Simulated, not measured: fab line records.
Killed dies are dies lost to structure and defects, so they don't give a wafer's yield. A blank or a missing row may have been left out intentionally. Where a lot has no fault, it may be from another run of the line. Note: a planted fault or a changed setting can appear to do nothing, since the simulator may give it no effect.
Matching of chambers :: flow n5_finfet :: 4 sister chambers for N5_FIN_SAQP_ETCH_64 on rie_si-04
The step etches SiO2 in CF4, target depth 1.5 nm. 8 wafers are shown with their chamber, then 11 later ones without.

WAFERS PAIRED WITH THEIR CHAMBERS
wafer: L081.1
chamber: 2
throttle_valve_pct (%): 21.42
drypump_motor_current_A (A): 6.5

wafer: L082.4
chamber: 0
throttle_valve_pct (%): 21.90
drypump_motor_current_A (A): 5.5

wafer: L083.4
chamber: 1
throttle_valve_pct (%): 21.85
drypump_motor_current_A (A): 5.5

wafer: L083.6
chamber: 1
throttle_valve_pct (%): 21.84
drypump_motor_current_A (A): 5.5

wafer: L090.3
chamber: 0
throttle_valve_pct (%): 21.93
drypump_motor_current_A (A): 5.6

wafer: L090.4
chamber: 2
throttle_valve_pct (%): 21.43
drypump_motor_current_A (A): 6.4

wafer: L090.6
chamber: 3
throttle_valve_pct (%): 22.13
drypump_motor_current_A (A): 5.6

wafer: L092.1
chamber: 3
throttle_valve_pct (%): 22.14
drypump_motor_current_A (A): 5.6

WAFERS WHOSE CHAMBER IS MISSING
wafer: L092.3
throttle_valve_pct (%): 21.85
drypump_motor_current_A (A): 5.5

wafer: L092.4
throttle_valve_pct (%): 21.41
drypump_motor_current_A (A): 6.5

wafer: L093.1
throttle_valve_pct (%): 21.91
drypump_motor_current_A (A): 5.6

wafer: L093.4
throttle_valve_pct (%): 21.43
drypump_motor_current_A (A): 6.4

wafer: L093.6
throttle_valve_pct (%): 21.91
drypump_motor_current_A (A): 5.5

wafer: L094.2
throttle_valve_pct (%): 21.84
drypump_motor_current_A (A): 5.5

wafer: L094.4
throttle_valve_pct (%): 21.43
drypump_motor_current_A (A): 6.4

wafer: L094.5
throttle_valve_pct (%): 22.13
drypump_motor_current_A (A): 5.6

wafer: L096.1
throttle_valve_pct (%): 22.12
drypump_motor_current_A (A): 5.6

wafer: L096.4
throttle_valve_pct (%): 21.42
drypump_motor_current_A (A): 6.4

wafer: L096.5
throttle_valve_pct (%): 21.83
drypump_motor_current_A (A): 5.5

CHAMBER TAKEN BY EACH
wafer: L092.3
from the rows above: 1
in truth: 1

wafer: L092.4
from the rows above: 2
in truth: 2

wafer: L093.1
from the rows above: 0
in truth: 0

wafer: L093.4
from the rows above: 2
in truth: 2

wafer: L093.6
from the rows above: 0
in truth: 0

wafer: L094.2
from the rows above: 1
in truth: 1

wafer: L094.4
from the rows above: 2
in truth: 2

wafer: L094.5
from the rows above: 3
in truth: 3

wafer: L096.1
from the rows above: 3
in truth: 3

wafer: L096.4
from the rows above: 2
in truth: 2

wafer: L096.5
from the rows above: 1
in truth: 1
Correct placement for 11 of the 11. Number that these rows cannot place: 0. 0 placed wrongly.
How it was worked out, from the rows above alone: a wafer's distance from a chamber is the root of the sum, over the readings, of the square of ((its reading less the chamber's mean) divided by the reading's scatter). If the next closest chamber is less than 2 further off than the closest, the wafer can't be placed; otherwise it belongs to the closest. For every chamber, the mean is computed from those of its wafers that are shown. How the scatter is found: for the shown wafers, subtract from each reading the mean of its chamber, square and add these, divide the total by (wafers less chambers), then take the root.
